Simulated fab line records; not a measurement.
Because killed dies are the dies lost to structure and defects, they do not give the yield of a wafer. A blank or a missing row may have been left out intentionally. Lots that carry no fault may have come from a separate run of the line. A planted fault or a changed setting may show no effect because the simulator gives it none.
Chamber matching :: flow n5Finfet :: rieDiel-05 running N5_BEOL_M11_DESCUM_16: 4 sister chambers
The step chemistry O2, time 7.9 s. 18 wafers are shown with their chamber, then 9 later ones without.

== WAFERS WITH THEIR CHAMBER ==
wafer: L079.1
chamber: 2
drypumpMotorCurrentA (A): 5.3
showerheadPlenumPTorr (Torr): 2.17
throttleValvePct (%): 20.32

wafer: L079.2
chamber: 1
drypumpMotorCurrentA (A): 6.3
showerheadPlenumPTorr (Torr): 2.16
throttleValvePct (%): 20.48

wafer: L079.5
chamber: 3
drypumpMotorCurrentA (A): 6.1
showerheadPlenumPTorr (Torr): 2.03
throttleValvePct (%): 20.49

wafer: L080.2
chamber: 3
drypumpMotorCurrentA (A): 6.1
showerheadPlenumPTorr (Torr): 2.03
throttleValvePct (%): 20.51

wafer: L080.3
chamber: 2
drypumpMotorCurrentA (A): 5.3
showerheadPlenumPTorr (Torr): 2.16
throttleValvePct (%): 20.33

wafer: L080.4
chamber: 0
drypumpMotorCurrentA (A): 6.1
showerheadPlenumPTorr (Torr): 2.11
throttleValvePct (%): 20.59

wafer: L084.2
chamber: 0
drypumpMotorCurrentA (A): 6.1
showerheadPlenumPTorr (Torr): 2.11
throttleValvePct (%): 20.61

wafer: L084.5
chamber: 3
drypumpMotorCurrentA (A): 6.2
showerheadPlenumPTorr (Torr): 2.03
throttleValvePct (%): 20.51

wafer: L084.6
chamber: 0
drypumpMotorCurrentA (A): 6.1
showerheadPlenumPTorr (Torr): 2.11
throttleValvePct (%): 20.60

wafer: L086.2
chamber: 2
drypumpMotorCurrentA (A): 5.3
showerheadPlenumPTorr (Torr): 2.16
throttleValvePct (%): 20.35

wafer: L086.4
chamber: 3
drypumpMotorCurrentA (A): 6.1
showerheadPlenumPTorr (Torr): 2.03
throttleValvePct (%): 20.52

wafer: L086.6
chamber: 0
drypumpMotorCurrentA (A): 6.1
showerheadPlenumPTorr (Torr): 2.11
throttleValvePct (%): 20.61

wafer: L089.2
chamber: 2
drypumpMotorCurrentA (A): 5.3
showerheadPlenumPTorr (Torr): 2.15
throttleValvePct (%): 20.37

wafer: L089.3
chamber: 1
drypumpMotorCurrentA (A): 6.3
showerheadPlenumPTorr (Torr): 2.15
throttleValvePct (%): 20.00

wafer: L089.5
chamber: 1
drypumpMotorCurrentA (A): 6.3
showerheadPlenumPTorr (Torr): 2.15
throttleValvePct (%): 20.00

wafer: L091.3
chamber: 2
drypumpMotorCurrentA (A): 5.3
showerheadPlenumPTorr (Torr): 2.15
throttleValvePct (%): 20.39

wafer: L091.4
chamber: 3
drypumpMotorCurrentA (A): 6.1
showerheadPlenumPTorr (Torr): 2.02
throttleValvePct (%): 20.53

wafer: L091.6
chamber: 2
drypumpMotorCurrentA (A): 5.3
showerheadPlenumPTorr (Torr): 2.15
throttleValvePct (%): 20.37

SIGNATURES, as means of the wafers listed above
reading: drypumpMotorCurrentA
chamber 0: 6.100
chamber 1: 6.300
chamber 2: 5.300
chamber 3: 6.120
scatter within a chamber: 0.0239

reading: showerheadPlenumPTorr
chamber 0: 2.1100
chamber 1: 2.1533
chamber 2: 2.1567
chamber 3: 2.0280
scatter within a chamber: 0.00586

reading: throttleValvePct
chamber 0: 20.6025
chamber 1: 20.1600
chamber 2: 20.3550
chamber 3: 20.5120
scatter within a chamber: 0.106
Rule: distance of a wafer from a chamber = root of the sum over the readings of ((wafer's reading minus chamber's mean) / reading's scatter) squared. The wafer belongs to the nearest chamber; if the next one is less than 2 further off, it can't be placed. The scatter is the square root of a quotient: the sum, over the shown wafers, of each reading's squared deviation from its chamber's mean, divided by wafers minus chambers.

== WAFERS WHOSE CHAMBER IS MISSING ==
wafer: L092.1
drypumpMotorCurrentA (A): 6.1
showerheadPlenumPTorr (Torr): 2.02
throttleValvePct (%): 20.55

wafer: L092.2
drypumpMotorCurrentA (A): 6.1
showerheadPlenumPTorr (Torr): 2.10
throttleValvePct (%): 20.63

wafer: L092.5
drypumpMotorCurrentA (A): 6.3
showerheadPlenumPTorr (Torr): 2.15
throttleValvePct (%): 20.02

wafer: L094.2
drypumpMotorCurrentA (A): 6.1
showerheadPlenumPTorr (Torr): 2.02
throttleValvePct (%): 20.55

wafer: L094.3
drypumpMotorCurrentA (A): 6.3
showerheadPlenumPTorr (Torr): 2.15
throttleValvePct (%): 20.01

wafer: L094.4
drypumpMotorCurrentA (A): 5.3
showerheadPlenumPTorr (Torr): 2.15
throttleValvePct (%): 20.38

wafer: L096.1
drypumpMotorCurrentA (A): 6.3
showerheadPlenumPTorr (Torr): 2.15
throttleValvePct (%): 20.03

wafer: L096.2
drypumpMotorCurrentA (A): 6.1
showerheadPlenumPTorr (Torr): 2.02
throttleValvePct (%): 20.56

wafer: L096.6
drypumpMotorCurrentA (A): 6.3
showerheadPlenumPTorr (Torr): 2.15
throttleValvePct (%): 20.01

== WHICH CHAMBER EACH ONE RAN IN ==
wafer: L092.1
from the rows above: 3
in truth: 3

wafer: L092.2
from the rows above: 0
in truth: 0

wafer: L092.5
from the rows above: 1
in truth: 1

wafer: L094.2
from the rows above: 3
in truth: 3

wafer: L094.3
from the rows above: 1
in truth: 1

wafer: L094.4
from the rows above: 2
in truth: 2

wafer: L096.1
from the rows above: 1
in truth: 1

wafer: L096.2
from the rows above: 3
in truth: 3

wafer: L096.6
from the rows above: 1
in truth: 1
Correctly placed: 9 of 9. Left unplaced by these rows: 0. 0 placed wrongly.
